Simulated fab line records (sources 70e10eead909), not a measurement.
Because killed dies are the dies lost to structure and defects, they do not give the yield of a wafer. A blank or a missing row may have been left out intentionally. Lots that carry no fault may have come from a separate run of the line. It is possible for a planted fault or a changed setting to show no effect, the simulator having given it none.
Matching of chambers + flow nand-harc + 4 sister chambers for NHARC_A_DECK1_JOINT_ETCHBACK_07 on rie-si-04
The step etches the open film in HBr, target depth 105 nm, time 26.9 s. 14 wafers are shown with their chamber, then 7 later ones without.

## WAFERS, EACH WITH ITS CHAMBER
| wafer  | chamber | drypump-motor-current-A (A) | oes-product-au (a.u.) | bias-w (W) |
|--------|---------|-----------------------------|-----------------------|------------|
| L074.1 | 3       | 5.6                         | 1.003                 | 60.01      |
| L074.3 | 0       | 6.0                         | 0.987                 | 59.72      |
| L074.4 | 2       | 5.0                         | 1.007                 | 60.17      |
| L077.1 | 1       | 5.0                         | 1.010                 | 59.91      |
| L077.2 | 3       | 5.7                         | 1.000                 | 59.97      |
| L077.5 | 2       | 5.0                         | 1.006                 | 59.85      |
| L075.3 | 3       | 5.7                         | 0.999                 | 60.07      |
| L075.4 | 2       | 5.0                         | 0.997                 | 59.87      |
| L075.6 | 2       | 5.0                         | 0.996                 | 59.89      |
| L078.2 | 1       | 5.0                         | 1.009                 | 59.80      |
| L078.3 | 2       | 5.0                         | 1.008                 | 59.91      |
| L078.6 | 1       | 5.1                         | 1.008                 | 59.80      |
| L091.2 | 1       | 5.1                         | 1.000                 | 60.26      |
| L091.5 | 3       | 5.6                         | 1.001                 | 59.86      |

SIGNATURES (means of the wafers above)
| reading                 | chamber 0 | chamber 1 | chamber 2 | chamber 3 | scatter within a chamber |
|-------------------------|-----------|-----------|-----------|-----------|--------------------------|
| drypump-motor-current-A | 6.000     | 5.050     | 5.000     | 5.650     | 0.0447                   |
| oes-product-au          | 0.98700   | 1.00675   | 1.00280   | 1.00075   | 0.00454                  |
| bias-w                  | 59.7200   | 59.9425   | 59.9380   | 59.9775   | 0.153                    |
Rule: distance of a wafer from a chamber = root of the sum over the readings of ((wafer's reading minus chamber's mean) / reading's scatter) squared. The wafer belongs to the nearest chamber; if the next one is less than 2 further off, it can't be placed. The scatter is the square root of a quotient: the sum, over the shown wafers, of each reading's squared deviation from its chamber's mean, divided by wafers minus chambers.

## WAFERS WITHOUT THEIR CHAMBER
| wafer  | drypump-motor-current-A (A) | oes-product-au (a.u.) | bias-w (W) |
|--------|-----------------------------|-----------------------|------------|
| L091.6 | 5.0                         | 0.997                 | 60.23      |
| L096.2 | 5.7                         | 1.010                 | 59.71      |
| L096.4 | 5.0                         | 1.007                 | 59.75      |
| L096.5 | 6.0                         | 0.995                 | 60.14      |
| L097.1 | 5.7                         | 1.005                 | 60.13      |
| L097.5 | 5.0                         | 1.010                 | 60.02      |
| L097.6 | 5.9                         | 1.002                 | 60.11      |

## WHICH CHAMBER EACH ONE RAN IN
| wafer  | from the rows above     | in truth |
|--------|-------------------------|----------|
| L091.6 | can't be placed: 2 or 1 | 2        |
| L096.2 | 3                       | 3        |
| L096.4 | can't be placed: 2 or 1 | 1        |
| L096.5 | 0                       | 0        |
| L097.1 | 3                       | 3        |
| L097.5 | can't be placed: 1 or 2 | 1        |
| L097.6 | can't be placed: 0 or 3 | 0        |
3 of 7 placed correctly. From these rows, 4 cannot be placed; in 4 the true chamber is one of the candidates. Placed wrongly: 0.
